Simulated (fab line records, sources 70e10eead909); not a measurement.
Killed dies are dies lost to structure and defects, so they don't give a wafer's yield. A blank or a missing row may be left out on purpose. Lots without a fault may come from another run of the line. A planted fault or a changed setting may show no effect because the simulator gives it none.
A struck lot beside a sound one | flow nand_harc | 15 steps out of a route of 1159
Sound: wafers L947.2, L947.4, L947.5. Struck: wafer L949.5. (L949.2, L949.3 of the same lot were not struck and are left out.) The cause comes at the end.
At each step with rows: each side's tool, then ch and its chambers, then its first start. Under that, the readings that differ: sound wafers | struck wafers | difference of the means | sigmas: that difference in standard deviations of wafers without a fault.
alike: readings whose means differ by less than 2 such deviations, and words and numbers that are the same on both sides. not compared: withheld readings, readings that some wafer has no value for, bounds like >300 that may hide the same value, and numbers for which the record gives no deviation and whose values overlap.
The two part at a step that has a row with sigmas, a row that says differs or no value, or rows on one side only. Numbers that don't overlap but have no deviation are shown without sigmas and don't part them. A reading that every wafer of one side lacks parts them only if that side has two wafers or more.

NHARC_P_BONDPAD_CD_MEAS_09: target cd 500 nm.
  sound on cd_sem-03 ch 0, day 7 03:09; struck on cd_sem-02 ch 0, day 7 10:55
  alike: cd_nm
NHARC_P_BONDPAD_OVL_MEAS_38:
  sound on overlay-01, day 7 03:14; struck on overlay-02, day 7 11:01
  alike: overlay_x_nm, overlay_y_nm
then, 3 steps without rows for these wafers: NHARC_P_BONDPAD_HARDBAKE_10 (time 65 s); NHARC_P_BONDPAD_DESCUM_11 (chemistry O2, time 3 s); NHARC_P_BONDPAD_ETCH_37 (etches the open film in N2/H2, target depth 60 nm, overetch 18 nm, time 65.91 s).
NHARC_P_BONDPAD_ETCH_12: etches the open film in CHF3/O2, target depth 200 nm, time 100 s.
  sound on rie_diel-08 ch 0,1,3; struck on rie_diel-11 ch 3
  reading               | sound             | struck | difference | sigmas
  oes_product_au (a.u.) | 0.997 0.949 0.986 | 0.915  | -0.062     | -3
  alike: bias_w, drypump_motor_current_A, rf_vpp_V, showerhead_plenum_p_Torr, throttle_valve_pct
  not compared: rf_hours_counter_h
NHARC_P_BONDPAD_CD_MEAS_13:
  sound on cd_sem-01, day 7 03:41; struck on cd_sem-01, day 7 11:27
  alike: cd_nm
NHARC_P_BONDPAD_STRIP_15: strips in O2.
  sound on rie_diel-11 ch 1,2,3, day 7 03:45; struck on rie_diel-12 ch 3, day 7 11:33
  alike: drypump_motor_current_A, oes_product_au, rf_vpp_V, showerhead_plenum_p_Torr, throttle_valve_pct
  not compared: rf_hours_counter_h
NHARC_P_BONDPAD_ETCH_24: etches the open film in CF4/N2, target depth 30 nm, time 72.99 s.
  sound on rie_diel-11 ch 0,2; struck on rie_diel-12 ch 2
  reading                         | sound                | struck | difference | sigmas
  rf_vpp_V (V)                    | 313.0 313.5 312.1    | 318.4  | +5.5       | +3
  showerhead_plenum_p_Torr (Torr) | 2.50 2.60 2.50       | 2.82   | +0.29      | +3
  throttle_valve_pct (%)          | 19.781 19.808 19.785 | 19.816 | +0.025     | +3
  alike: bias_w, drypump_motor_current_A, oes_product_au
  not compared: rf_hours_counter_h
then, 1 step without rows for these wafers: NHARC_P_BONDPAD_STRIP_16 (strips in post etch residue remover, time 600 s).
NHARC_P_BONDPAD_DEGAS_25: time 60 s.
  sound on pvd_sputter-01, day 7 04:19; struck on pvd_sputter-02, day 7 12:04
  alike: heater_power_w
then, 1 step without rows for these wafers: NHARC_P_BONDPAD_PRE_CLEAN_26 (time 30 s).
NHARC_P_BONDPAD_PVD_17: deposits TaN, target thk 5 nm, time 8.06 s.
  sound on pvd_sputter-01, day 7 04:27; struck on pvd_sputter-02, day 7 12:17
  reading    | sound          | struck | difference | sigmas
  time_s (s) | 8.06 8.06 8.06 | 5.7376 | -2.3224    |
  alike: throttle_valve_pct
NHARC_P_BONDPAD_PVD_27: deposits Cu, target thk 30 nm, time 20.49 s.
  sound on pvd_sputter-01; struck on pvd_sputter-02
  alike: throttle_valve_pct
  not compared: time_s
-- the record jumps here: 13 days lie between the struck wafers' starts before and after (it left off in module P_BONDPAD and takes up again in module END, whose first step shown is number 1159 of the route) --
NHARC_END_SORT_01:
  the record has rows for the struck wafers here (prober-01 ch 0, day 20 07:06) and none for the sound ones

WHERE THEY PART
First at NHARC_P_BONDPAD_ETCH_12; last, within this record, at NHARC_END_SORT_01.

WHY: what the simulator had put in
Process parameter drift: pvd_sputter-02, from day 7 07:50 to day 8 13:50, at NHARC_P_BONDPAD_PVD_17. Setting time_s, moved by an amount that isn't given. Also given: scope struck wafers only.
